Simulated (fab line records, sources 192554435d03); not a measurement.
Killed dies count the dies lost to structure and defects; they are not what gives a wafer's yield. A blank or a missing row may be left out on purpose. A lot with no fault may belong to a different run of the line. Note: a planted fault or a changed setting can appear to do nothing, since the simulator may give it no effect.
Split-lot experiment	flow n5_finfet	7 lots, 39 wafers read, on a route of 1938 steps

== THE SPLIT ITSELF ==
At N5_MOL_CONTACT_COAG_ETCHBACK_136 (etches SiO2 in CHF3, target depth 25 nm, time 16.7 s), the setting target_depth_a was moved away from the recipe's 250 angstrom on 12 of the 39 wafers read, by -53.8% to -20.5%. All remaining wafers had this setting at the recipe value.

== FROM THE SPLIT TO THE READING: what the file shows between them, 3 steps ==
- N5_MOL_CONTACT_COAG_STRIP_120: strips in CHF3
- N5_MOL_CONTACT_COAG_VIA_ETCH_117: etches SiO2 in C4F6/O2, target depth 40 nm, overetch 8 nm, time 26 s
- N5_MOL_CONTACT_COAG_ETCH_124: etches SiNx in CH3F/O2, stops on SiOC, target depth 6.5 nm

== THE READING ==
SOC_of_MOL_CONTACT_COAG_COAT_62.thk_nm (the simulator's own value, which no gauge read), in nm, at N5_MOL_CONTACT_COAG_ETCH_48 (etches SiOC in C4F6/O2, target depth 15 nm, overetch 4.5 nm, time 17 s). The file does not state a usual value for it. Across the 27 wafers here that went through the recipe, the average is 45.5 nm and the standard deviation 0.34 nm.

wafer	tool, chamber at the split	target_depth_a as run, angstrom	against the recipe	SOC_of_MOL_CONTACT_COAG_COAT_62.thk_nm, nm	against lot-mates on the recipe
L077.1	rie_diel-01, 0,3,1,1,2	250	recipe	45.8	-
L077.4	rie_diel-01, 0,3,1,1,2	250	recipe	45.8	-
L077.5	rie_diel-01, 0,3,1,1,2	250	recipe	45.8	-
L077.2	rie_diel-01, 0,3,1,1,2	250	recipe	46	-
L077.3	rie_diel-01, 2	250	recipe	45.2	-
L077.6	rie_diel-01, 0,3,1,1,2	250	recipe	45.4	-
L087.1	rie_diel-06, 2,3	198.7	-20.5%	45.8	+0.4
L087.2	rie_diel-06, 1,0	250	recipe	45.6	-
L087.3	rie_diel-06, 0	250	recipe	45.2	-
L087.4	rie_diel-06, 2,3	198.7	-20.5%	46.6	+1.2
L087.5	rie_diel-06, 1	198.7	-20.5%	46.2	+0.8
L087.6	rie_diel-06, 1,0	250	recipe	45.4	-
L089.1	rie_diel-06, 1,3,2	250	recipe	45.6	-
L089.2	rie_diel-06, 0	250	recipe	44.8	-
L089.3	rie_diel-06, 1,3,2	250	recipe	45.8	-
L089.5	rie_diel-06, 1	250	recipe	45.8	-
L089.4	rie_diel-06, 1,3,2	250	recipe	45	-
L089.6	rie_diel-06, 0	250	recipe	45	-
L090.3	rie_diel-05, 0	250	recipe	45.8	-
L090.4	rie_diel-05, 1	250	recipe	45.4	-
L090.5	rie_diel-05, 2	250	recipe	46.2	-
L091.1	rie_diel-06, 2,1	250	recipe	45.4	-
L091.2	rie_diel-06, 1	250	recipe	45.6	-
L091.3	rie_diel-06, 3	154.6	-38.2%	47.2	+1.6
L091.4	rie_diel-06, 0	154.6	-38.2%	46.6	+1.0
L091.6	rie_diel-06, 0	154.6	-38.2%	46.6	+1.0
L091.5	rie_diel-06, 2,1	250	recipe	45.8	-
L096.1	rie_diel-06, 0	250	recipe	45.2	-
L096.2	rie_diel-06, 3,1	186.4	-25.4%	46.8	+1.3
L096.3	rie_diel-06, 2	186.4	-25.4%	46	+0.5
L096.4	rie_diel-06, 1,2	250	recipe	46	-
L096.5	rie_diel-06, 3,1	186.4	-25.4%	46.4	+0.9
L096.6	rie_diel-06, 1,2	250	recipe	45.4	-
L097.1	rie_diel-01, 2,0,2	250	recipe	45.2	-
L097.2	rie_diel-01, 1,3	115.5	-53.8%	47.2	+1.8
L097.6	rie_diel-01, 1	115.5	-53.8%	47.2	+1.8
L097.3	rie_diel-01, 1,3	115.5	-53.8%	47.4	+2.0
L097.4	rie_diel-01, 2,0,2	250	recipe	45.6	-
L097.5	rie_diel-01, 2,0,2	250	recipe	45.4	-
If several chambers appear in one row, that row covers several wafers at once and the file leaves open which wafer was in which chamber.

FIT RESULTS
A straight line over all 39 wafers: SOC_of_MOL_CONTACT_COAG_COAT_62.thk_nm changes by -0.0328 nm for each +1% of target_depth_a; r = -0.87; the points scatter about the line by 0.33 nm.
The same after taking each lot's own level away (the mean of its wafers on the recipe; 39 wafers): -0.034 nm for each +1%; r = -0.90; scatter 0.3 nm.
According to that fit, moving target_depth_a by its largest amount changes the reading by 1.8 nm.
From 45.33 to 45.80 nm: that is the span of the lots' own levels, equal to 1.4 times the standard deviation above.
Consequently the slope shifts little with the lot-to-lot level, the two slopes agreeing.
Check: for one of the wafers moved furthest among these (-53.8%), held out of the fit, the line's prediction against its lot-mates is +1.84 nm. It came out at +1.8 nm against them.

== OTHER SPLITS APPLIED TO THESE WAFERS ==
Other splits were also applied to these wafers ahead of the reading. Each is held against what the fit with the lots' levels taken away leaves over:
other split on the same wafers	wafers away from the commonest value	r with SOC_of_MOL_CONTACT_COAG_COAT_62.thk_nm (lot level and that fit taken away)
N5_FIN_SAQP_ETCH_65 time_s	18	+0.05
N5_SD_EPI_N_DESCUM_14 time_s	9	+0.13
N5_MOL_CONTACT_COAG_ETCH_91 target_depth_a	15	-0.07

== THE WHOLE CHAIN: every reading that the file lists as answering this split, in the file's order ==
step	what it does	reading	change (the file's fit)	r (the file's)
N5_MOL_CONTACT_COAG_ETCHBACK_136	etches SiO2 in CHF3, target depth 25 nm, time 16.7 s	SOC_of_MOL_CONTACT_COAG_COAT_62.thk_nm (the simulator's own value, which no gauge read)	-0.0286 nm for each +1% of the setting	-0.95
N5_MOL_CONTACT_COAG_VIA_ETCH_117	etches SiO2 in C4F6/O2, target depth 40 nm, overetch 8 nm, time 26 s	etch.depth_nm (the simulator's own value, which no gauge read)	-0.186 nm for each +1% of the setting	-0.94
N5_MOL_CONTACT_COAG_VIA_ETCH_117	etches SiO2 in C4F6/O2, target depth 40 nm, overetch 8 nm, time 26 s	MOL_CONTACT_COAG.feature_depth_nm (the simulator's own value, which no gauge read)	-0.185 nm for each +1% of the setting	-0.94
N5_MOL_CONTACT_COAG_VIA_ETCH_117	etches SiO2 in C4F6/O2, target depth 40 nm, overetch 8 nm, time 26 s	SOC_of_MOL_CONTACT_COAG_COAT_62.thk_nm (the simulator's own value, which no gauge read)	-0.0317 nm for each +1% of the setting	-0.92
N5_MOL_CONTACT_COAG_ETCH_124	etches SiNx in CH3F/O2, stops on SiOC, target depth 6.5 nm	SOC_of_MOL_CONTACT_COAG_COAT_62.thk_nm (the simulator's own value, which no gauge read)	-0.0331 nm for each +1% of the setting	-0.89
N5_MOL_CONTACT_COAG_ETCH_48	etches SiOC in C4F6/O2, target depth 15 nm, overetch 4.5 nm, time 17 s	SOC_of_MOL_CONTACT_COAG_COAT_62.thk_nm (the simulator's own value, which no gauge read)	-0.0341 nm for each +1% of the setting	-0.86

== THE FILE'S OWN FIT ==
SOC_of_MOL_CONTACT_COAG_COAT_62.thk_nm changes by -0.0341 nm for each +1% of target_depth_a, r = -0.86.
